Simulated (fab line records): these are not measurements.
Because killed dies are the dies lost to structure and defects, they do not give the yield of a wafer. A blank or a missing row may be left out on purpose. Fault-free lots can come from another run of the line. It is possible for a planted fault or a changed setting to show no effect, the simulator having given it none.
Chamber matching ; flow n5Finfet ; aldHk-01 running N5_HKMG_FIN_HK_ALD_01: 4 sister chambers
The step deposits HfO2, target thk 1.6 nm, pulse time 3 s, purge time 3 s. 8 wafers are shown with their chamber, then 11 later ones without.

== WAFERS, EACH WITH ITS CHAMBER ==
wafer;chamber;precursorPulseHeightRel
L079.4;3;0.947
L085.2;3;0.998
L085.3;0;0.994
L085.6;0;1.004
L089.1;1;0.980
L089.2;2;1.016
L089.5;2;0.978
L090.2;1;1.025

== WAFERS WITHOUT THEIR CHAMBER ==
wafer;precursorPulseHeightRel
L090.3;0.980
L090.6;1.003
L091.3;1.007
L091.4;0.985
L091.6;1.007
L092.3;0.973
L092.5;1.005
L092.6;0.989
L095.1;0.971
L095.3;0.976
L095.6;1.006

== THE CHAMBER EACH PASSED THROUGH ==
wafer;from the rows above;in truth
L090.3;can't be placed: 3 or 2 or 0 or 1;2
L090.6;can't be placed: 1 or 0 or 2 or 3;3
L091.3;can't be placed: 1 or 0 or 2 or 3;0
L091.4;can't be placed: 2 or 3 or 0 or 1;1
L091.6;can't be placed: 1 or 0 or 2 or 3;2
L092.3;can't be placed: 3 or 2 or 0 or 1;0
L092.5;can't be placed: 1 or 0 or 2 or 3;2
L092.6;can't be placed: 2 or 0 or 1 or 3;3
L095.1;can't be placed: 3 or 2 or 0 or 1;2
L095.3;can't be placed: 3 or 2 or 0 or 1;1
L095.6;can't be placed: 1 or 0 or 2 or 3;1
Placed correctly: 0 of 11. These rows do not allow placing 11 (true chamber among the candidates in 11). Number placed wrongly: 0.
How it was worked out, from the rows above alone: a wafer's distance from a chamber is the root of the sum, over the readings, of the square of ((its reading less the chamber's mean) divided by the reading's scatter). If the next closest chamber is less than 2 further off than the closest, the wafer can't be placed; otherwise it belongs to the closest. A chamber's mean is the mean of its shown wafers. How the scatter is found: for the shown wafers, subtract from each reading the mean of its chamber, square and add these, divide the total by (wafers less chambers), then take the root.
